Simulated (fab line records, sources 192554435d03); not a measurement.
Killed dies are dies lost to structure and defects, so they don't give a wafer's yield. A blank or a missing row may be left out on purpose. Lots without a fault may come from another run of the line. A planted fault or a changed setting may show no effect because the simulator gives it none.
fab line records | flow n5_finfet
record lots=5 wafers=15 last_day=17
route steps=1938 shown BEOL_M3@958 BEOL_M4@1111 PASSIVATION@1936
lots that met no fault: from a run of the same line without faults
start_h: hours from the record's first day to the start of the lot's first wafer shown | wait_h: hours since the lot's step before | " the same as in the row above | L1.1+2: a row that stands for several wafers | - no value, or no start given | * or withheld: withheld | < > ~ a bound
route shown NAME@n: a module of which the file shows steps, and the number in the route of the first | usual: mean/standard deviation of fault-free wafers | same: alike in all rows | chamber/n: place in a boat | sites: the reading at each site | _std_site: their standard deviation | _edge_site: outer sites' mean less inner sites' | radius_mm: how far each site lies from the wafer's centre | mask NAME#n: copy n | behind: the tool/chamber that last shaped the wafer | hold: why the lot was held/for how many hours/how that ended | device: the transistor (n, p or np) that didn't switch | end of line: the same wafers' tests at the end of the route | a step without rows: its recipe alone | killed: dies lost to structure and defects at the first sort, not the wafer's yield | map: a wafer's dies, x killed, . not, _ none there
set.NAME: the setting as run; set.NAME@STEP: as run at that earlier step | model.NAME: the simulator's own value behind a step, which no gauge read
lots at some steps of the route; a table a step, a row a wafer
services: from which hour (start_h, from the record's first day; less than 0 if before it) a tool's chamber was out of use, for how many hours, and why
## steps
# step N5_BEOL_M3_COAT_68
# recipe resist=SiARC temp_c=220 time_s=60 spin_rpm=1500 resist_thk_nm=12
# step N5_BEOL_M3_COAT_76
# recipe resist=underlayer temp_c=205 time_s=60 spin_rpm=1500 resist_thk_nm=5
# step N5_BEOL_M3_COAT_22
# recipe resist=CAR-EUV spin_rpm=1500 resist_thk_nm=30
# step N5_BEOL_M3_EBR_24
# recipe solvent=PGMEA ebr_width_mm=1.5
# step N5_BEOL_M3_SOFTBAKE_23
# recipe temp_c=110 time_s=60 resist=CAR-EUV
# step N5_BEOL_M3_EXPOSE_25
# recipe mask_id=V2 na=0.33 source_shape=quasar sigma_inner=0.2 sigma_outer=0.8 polarization=unpolarized defocus_nm=5 dose_mj=63
# step N5_BEOL_M3_PEB_26
# recipe peb_temp_c=100 peb_time_s=60 resist=CAR-EUV
# step N5_BEOL_M3_DEVELOP_27
# recipe develop_time_s=30 developer=TMAH resist=CAR-EUV rinse_liquid=surfactant_rinse dry=air_spin dev_temp_c=23
# step N5_BEOL_M3_CD_MEAS_28
# recipe target_cd_nm=25.7 landing_energy_ev=500 detector=se_inlens target_cd_y_nm=23.3 polarity=opening
# usual cd_nm=25.74/0.24
# columns lot.wafer tool chamber start_h wait_h cd_nm
L380.2 cd_sem-02 0 149.22 - 25.60
L380.4 " 0 " " 25.33
L380.6 " 0 " " 25.72
L386.2 cd_sem-02 0 190.77 - 25.69
L386.4 " 0 " " 25.71
L386.5 " 0 " " 25.81
L394.1 cd_sem-03 0 240.94 - 25.52
L394.2 " 0 " " 25.57
L394.3 " 0 " " 26.35
L396.2 cd_sem-03 0 246.95 - 25.39
L396.4 " 0 " " 25.78
L396.6 " 0 " " 25.39
L401.1 cd_sem-02 0 291.45 - 25.47
L401.4 " 0 " " 25.62
L401.6 " 0 " " 25.59
# step N5_BEOL_M3_OVL_MEAS_29
# recipe points_per_wafer=522
# usual V2_OVL=0.0/0.58
# columns lot.wafer tool chamber start_h wait_h V2_OVL[nm]
L380.2 overlay-01 0 149.25 0.0 -0.9
L380.4 " 0 " " -0.7
L380.6 " 0 " " -1.0
L386.2 overlay-01 0 190.81 0.0 0.3
L386.4 " 0 " " -0.6
L386.5 " 0 " " -0.3
L394.1 overlay-02 0 240.97 0.0 -0.1
L394.2 " 0 " " 0.1
L394.3 " 0 " " -0.3
L396.2 overlay-01 0 246.98 0.0 -1.0
L396.4 " 0 " " -0.5
L396.6 " 0 " " 0.1
L401.1 overlay-01 0 291.48 0.0 0.7
L401.4 " 0 " " 0.2
L401.6 " 0 " " -0.3
# step N5_BEOL_M3_INSPECT_30
# recipe mode=adi inspect_instrument=brightfield
# usual raw_defect_count=432/110
# columns lot.wafer tool chamber start_h wait_h raw_defect_count
L380.2 defect_inspect-02 - 149.31 0.0 596
L380.4 " - " " 419
L380.6 " - " " 544
L386.2 defect_inspect-01 - 190.86 0.0 526
L386.4 " - " " 573
L386.5 " - " " 614
L394.1 defect_inspect-01 - 241.03 0.1 576
L394.2 " - " " 466
L394.3 " - " " 441
L396.2 defect_inspect-01 - 247.03 0.0 354
L396.4 " - " " 309
L396.6 " - " " 330
L401.1 defect_inspect-01 - 291.54 0.1 499
L401.4 " - " " 407
L401.6 " - " " 413
# step N5_BEOL_M3_DESCUM_33
# recipe chemistry=O2 time_s=7 source_power_w=50 bias_power_w=20 pressure_mtorr=20 rf_frequency_hz=2.712e+07 temp_c=40 resist=CAR-EUV o2_flow_sccm=225
# usual chamber_pressure_mTorr=19.999/0.016 drypump_motor_current_A=5.6/0.46 oes_product_au=0.77/0.08 rf_vpp_V=243.4/1.7 showerhead_plenum_p_Torr=2.11/0.091 temp_c=40.01/0.11 throttle_valve_pct=20.48/0.24
# same time_s=7
# columns lot.wafer tool chamber start_h wait_h chamber_pressure_mTorr drypump_motor_current_A oes_product_au rf_hours_counter_h rf_vpp_V showerhead_plenum_p_Torr temp_c throttle_valve_pct
L380.2 rie_diel-04 2 151.16 1.9 20.008 5.9 0.87 45 243.0 2.15 39.97 20.36
L380.4 " 0 " " 20.011 5.3 0.77 158 243.7 2.19 40.13 20.56
L380.6 " 1 " " 20.012 5.5 0.71 - 244.7 2.15 39.82 20.80
L386.2 rie_diel-04 3 190.90 0.0 19.991 6.0 0.69 232 243.5 2.14 40.03 20.43
L386.4 " 0 " " 20.007 5.3 0.75 174 243.6 2.18 40.18 20.59
L386.5 " 2 " " 19.984 5.9 0.84 - 243.4 2.14 40.02 20.38
L394.1 rie_diel-06 0 241.20 0.2 20.000 5.6 0.73 210 243.3 2.16 39.85 20.67
L394.2 " 2 " " 19.987 4.8 0.89 30 245.6 2.21 40.03 20.21
L394.3 " 3 " " 20.019 6.1 0.70 249 243.0 2.07 39.82 20.73
L396.2 rie_diel-06 1 247.07 0.0 19.992 5.5 0.76 147 240.9 1.91 39.94 20.17
L396.4 " 0 " " 19.957 5.6 0.72 - 243.9 2.16 39.93 20.65
L396.6 " 1 " " 20.013 5.5 0.75 - 240.2 1.91 40.09 20.17
L401.1 rie_diel-01 3 291.57 0.0 20.038 5.9 1.00 2 243.1 2.06 40.08 20.03
L401.4 " 2 " " 20.004 5.1 0.74 170 242.8 2.16 40.03 20.48
L401.6 " 3 " " 19.995 5.9 0.99 - 242.4 2.06 39.92 20.03
# step N5_BEOL_M3_ETCH_77
# recipe chemistry=N2/H2 target=underlayer target_depth_a=65 mask_material=CAR-EUV time_s=5.2 ion_energy_ev=200 pressure_mtorr=30 source_w=840 bias_w=150 n2_flow_sccm=200 h2_flow_sccm=200 ends=cleared
# usual chamber_pressure_mTorr=30.00/0.044 drypump_motor_current_A=5.6/0.46 etch_rf_on_time_s=5.19/0.12 oes_product_au=0.66/0.07 rf_vpp_V=524/3.2 showerhead_plenum_p_Torr=2.56/0.1 throttle_valve_pct=17.91/0.26
# columns lot.wafer tool chamber start_h wait_h chamber_pressure_mTorr drypump_motor_current_A etch_rf_on_time_s oes_product_au rf_hours_counter_h rf_vpp_V showerhead_plenum_p_Torr throttle_valve_pct
L380.2 rie_diel-04 2 151.20 0.0 30.03 5.8 5.31 0.74 45 525 2.57 17.53
L380.4 " 0 " " 29.96 5.3 5.23 0.66 158 527 2.63 17.80
L380.6 " 1 " " 30.04 5.4 5.15 0.61 - 528 2.63 18.48
L386.2 rie_diel-04 3 190.93 0.0 30.08 6.0 3.67 0.72 232 526 2.61 17.94
L386.4 " 0 " " 29.90 5.3 5.24 0.64 174 526 2.62 17.83
L386.5 " 2 " " 29.97 5.9 5.37 0.71 - 527 2.56 17.56
L394.1 rie_diel-06 0 241.24 0.0 29.95 5.6 5.33 0.61 210 529 2.61 18.08
L394.2 " 2 " " 30.03 4.8 5.02 0.76 30 529 2.70 17.69
L394.3 " 3 " " 30.04 6.1 4.99 0.62 249 523 2.49 17.98
L396.2 rie_diel-06 1 247.10 0.0 30.07 5.5 5.08 0.66 147 517 2.36 17.90
L396.4 " 0 " " 30.01 5.6 5.29 0.61 - 527 2.61 18.06
L396.6 " 1 " " 30.02 5.5 5.13 0.64 - 520 2.36 17.90
L401.1 rie_diel-01 3 291.61 0.0 30.03 5.9 5.03 0.86 2 523 2.50 17.48
L401.4 " 2 " " 30.00 5.1 5.40 0.62 170 529 2.63 17.88
L401.6 " 3 " " 30.02 5.9 5.06 0.85 - 524 2.51 17.46
# step N5_BEOL_M3_ETCH_69
# recipe chemistry=CF4 target=SiARC target_depth_a=156 mask_material=CAR-EUV time_s=26 ion_energy_ev=80 pressure_mtorr=40 source_w=545 bias_w=36 Ar_flow_sccm=100 cf4_flow_sccm=100 ends=cleared
# usual chamber_pressure_mTorr=40.00/0.039 drypump_motor_current_A=5.6/0.46 etch_rf_on_time_s=26.0/0.57 oes_product_au=0.66/0.071 rf_vpp_V=184.4/1.5 showerhead_plenum_p_Torr=2.16/0.086 throttle_valve_pct=15.69/0.22
# columns lot.wafer tool chamber start_h wait_h chamber_pressure_mTorr drypump_motor_current_A etch_rf_on_time_s oes_product_au rf_hours_counter_h rf_vpp_V showerhead_plenum_p_Torr throttle_valve_pct
L380.2 rie_diel-04 2 151.21 0.0 40.06 5.9 26.7 0.72 45 184.2 2.18 15.44
L380.4 " 0 " " 39.97 5.3 26.6 0.65 158 184.6 2.22 15.66
L380.6 " 1 " " 40.01 5.5 25.8 0.62 - 183.7 2.20 16.01
L386.2 rie_diel-04 3 190.95 0.0 40.01 6.0 25.7 0.59 232 185.5 2.21 15.77
L386.4 " 0 " " 40.00 5.3 25.9 0.64 174 185.7 2.21 15.68
L386.5 " 2 " " 40.05 5.9 26.5 0.72 - 183.8 2.17 15.46
L394.1 rie_diel-06 0 241.25 0.0 39.93 5.6 26.8 0.61 210 184.3 2.20 15.86
L394.2 " 2 " " 39.98 4.8 25.5 0.77 30 186.6 2.27 15.46
L394.3 " 3 " " 40.04 6.2 25.4 0.61 249 183.1 2.10 15.79
L396.2 rie_diel-06 1 247.12 0.0 40.08 5.5 26.0 0.64 147 181.7 1.98 15.50
L396.4 " 0 " " 39.96 5.6 26.4 0.61 - 184.2 2.20 15.85
L396.6 " 1 " " 40.04 5.6 25.6 0.65 - 181.0 1.98 15.53
L401.1 rie_diel-01 3 291.62 0.0 40.05 5.9 25.3 0.86 2 184.8 2.12 15.18
L401.4 " 2 " " 39.96 5.1 26.5 0.63 170 184.5 2.24 15.83
L401.6 " 3 " " 39.95 5.9 25.4 0.84 - 183.8 2.12 15.20
# step N5_BEOL_M4_RC_MEAS_101
# usual DIBL_N=35.9/1.8 DIBL_P=36.2/2 IOFF_N=0.16/0.031 IOFF_P=0.22/0.041 ION_N=676/11 ION_P=465/8.5 SS_N=71.4/0.64 SS_P=73.2/0.7 VT_N=250/3.5 VT_P=-250/3.9
# columns lot.wafer tool chamber start_h wait_h DIBL_N[mV/V] DIBL_P[mV/V] IOFF_N[nA/um] IOFF_P[nA/um] ION_N[uA/um] ION_P[uA/um] SS_N[mV/dec] SS_P[mV/dec] VT_N[mV] VT_P[mV]
L380.2 prober-02 0 172.51 0.2 35.8 37.0 0.15 0.20 674 457 71.0 73.6 250 -251
L380.4 " 0 " " 35.8 37.4 0.16 0.22 690 477 71.3 72.8 251 -252
L380.6 " 0 " " 37.2 39.3 0.17 0.23 669 463 72.1 73.7 250 -249
L386.2 prober-01 0 214.34 0.2 37.5 37.5 0.19 0.27 690 478 71.6 73.6 245 -244
L386.4 " 0 " " 33.2 31.4 0.11 0.17 669 459 70.7 71.9 254 -250
L386.5 " 0 " " 36.7 36.6 0.17 0.24 687 477 72.1 73.1 250 -248
L394.1 prober-01 0 259.86 0.0 33.9 34.3 0.12 0.15 662 447 71.9 72.3 254 -257
L394.2 " 0 " " 33.6 34.0 0.12 0.15 664 462 70.5 72.8 255 -256
L394.3 " 0 " " 35.2 35.5 0.13 0.17 668 456 70.8 72.6 252 -255
L396.2 prober-01 0 270.01 0.2 36.4 36.7 0.18 0.20 678 456 71.6 73.3 245 -249
L396.4 " 0 " " 38.6 39.7 0.24 0.25 682 462 72.3 74.4 242 -249
L396.6 " 0 " " 35.2 35.2 0.16 0.18 674 457 71.1 73.5 247 -254
L401.1 prober-02 0 308.65 0.0 38.0 38.0 0.19 0.25 691 473 71.6 73.5 245 -244
L401.4 " 0 " " 37.1 37.1 0.17 0.24 687 476 72.0 73.5 245 -249
L401.6 " 0 " " 39.0 39.6 0.22 0.29 698 482 72.2 74.0 244 -246
# step N5_PASSIVATION_PROBE_49
# usual defect_limited_yield=91.3/1.3 killed_at_M0_to_M3=35/9.3 killed_at_M4_up=14/5.2 killed_at_contacts=12/5.9 killed_at_front_end=38/11 killed_at_other=4/3.7 killed_dies=103/15 killed_open=67/12 killed_short=34/8 sort_bin_5_function=5.1/0.88 sort_bin_6_memory=3.3/0.65 sort_n_pass=1077/15 sort_yield_pct=91.3/1.3
# same gross_dies=1180 killed_at_back_side=0 sort_bin_4_leakage[%]=0 sort_bin_8_speed[%]=0
# columns lot.wafer tool chamber start_h wait_h defect_limited_yield[%] killed_at_M0_to_M3 killed_at_M4_up killed_at_contacts killed_at_front_end killed_at_other killed_dies killed_open killed_short sort_bin_5_function[%] sort_bin_6_memory[%] sort_n_pass sort_yield_pct[%]
L394.3 prober-02 - 381.00 0.4 92.6 32 16 3 32 4 87 65 20 4.1 3.3 1093 92.6
L396.6 prober-01 - 384.79 0.3 90.8 31 5 17 50 5 108 64 44 4.9 3.6 1072 90.8
L401.1 prober-01 - 407.58 0.0 92.4 38 10 8 34 0 90 52 38 4.8 2.5 1090 92.4
L401.4 prober-01 - 407.73 0.2 91.7 34 12 5 42 5 98 55 43 4.4 3.3 1082 91.7
L401.6 prober-01 - 407.83 0.3 93.1 11 11 11 44 5 82 54 27 4.0 2.8 1098 93.1
# killed by level:class
L394.3 BEOL_M3:geometric_particle:open=11 BEOL_M1:geometric_particle:open=8 FIN_SAQP:geometric_particle:short=6 FIN_SAQP:geometric_particle:open=6 DUMMY_GATE:geometric_particle:open=6 STI_FIN_REVEAL:geometric_particle:open=6 BEOL_M5:geometric_particle:open=5 BEOL_M4:geometric_particle:open=4
L396.6 FIN_SAQP:geometric_particle:open=15 FIN_SAQP:geometric_particle:short=15 MOL_CONTACT_COAG:geometric_particle:open=13 BEOL_M0_SAQP:geometric_particle:short=8 BEOL_M1:geometric_particle:open=8 BEOL_M0_SAQP:geometric_particle:open=6 GATE_CUT:geometric_particle:short=5 DUMMY_GATE:geometric_particle:open=4
L401.1 FIN_SAQP:geometric_particle:short=12 FIN_SAQP:geometric_particle:open=10 BEOL_M0_SAQP:geometric_particle:open=8 BEOL_M0_SAQP:geometric_particle:short=8 BEOL_M3:geometric_particle:open=7 MOL_CONTACT_COAG:geometric_particle:open=5 BEOL_M1:geometric_particle:short=5 STI_FIN_REVEAL:geometric_particle:open=4
L401.4 FIN_SAQP:geometric_particle:short=15 BEOL_M3:geometric_particle:open=8 BEOL_M1:geometric_particle:open=8 FIN_SAQP:geometric_particle:open=6 BEOL_M0_SAQP:geometric_particle:short=5 BEOL_M4:geometric_particle:open=5 DUMMY_GATE:geometric_particle:open=3 GATE_CUT:geometric_particle:short=3
L401.6 FIN_SAQP:geometric_particle:open=11 FIN_SAQP:geometric_particle:short=10 MOL_CONTACT_COAG:geometric_particle:open=9 BEOL_M4:geometric_particle:open=7 STARTING-WAFER:geometric_particle:short=5 STI_FIN_REVEAL:geometric_particle:open=4 BEOL_M0:geometric_particle:open=4 GATE_CUT:geometric_particle:open=3
## services
# columns tool chamber start_h hours kind
rie_diel-06 2 130.38 - clean
rie_diel-06 2 130.38 - consumable_replace:focus_ring
rie_diel-06 2 130.38 - consumable_replace:showerhead
rie_diel-06 2 130.38 17.2 scheduled_down
rie_diel-06 2 130.38 17.2 vent_cycle
rie_diel-01 - 142.97 28.1 pm
rie_diel-06 - 151.78 0.2 repair
rie_diel-06 3 242.81 - clean
rie_diel-06 3 242.81 - consumable_replace:focus_ring
rie_diel-06 3 242.81 17.0 scheduled_down
rie_diel-06 3 242.81 17.0 vent_cycle
rie_diel-01 2 244.51 16.5 repair
rie_diel-04 3 251.21 - clean
rie_diel-04 3 251.21 - consumable_replace:focus_ring
rie_diel-04 3 251.21 22.0 scheduled_down
rie_diel-04 3 251.21 22.0 vent_cycle
rie_diel-01 3 261.45 - clean
rie_diel-01 3 261.45 - consumable_replace:focus_ring
rie_diel-04 1 273.24 - clean
rie_diel-04 1 273.24 - consumable_replace:focus_ring
rie_diel-04 1 273.24 28.3 scheduled_down
rie_diel-04 1 273.24 28.3 vent_cycle
rie_diel-06 0 287.07 4.0 repair
rie_diel-01 1 288.75 1.8 repair
## key
first_sign step=N5_BEOL_M3_ETCH_77 reading=etch_rf_on_time_s direction=down sigmas=12 usual=* struck=*
effect none on later readings
met_at N5_BEOL_M3_ETCH_77
struck_wafers L386.2
onset_between 151.20 190.93
fault kind=process_parameter_drift tool=rie_diel-04 chamber=- onset_h=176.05 steps=N5_BEOL_M3_ETCH_77 channel=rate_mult offset=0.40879 shape=step end_h=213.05 scope=struck_wafers_only
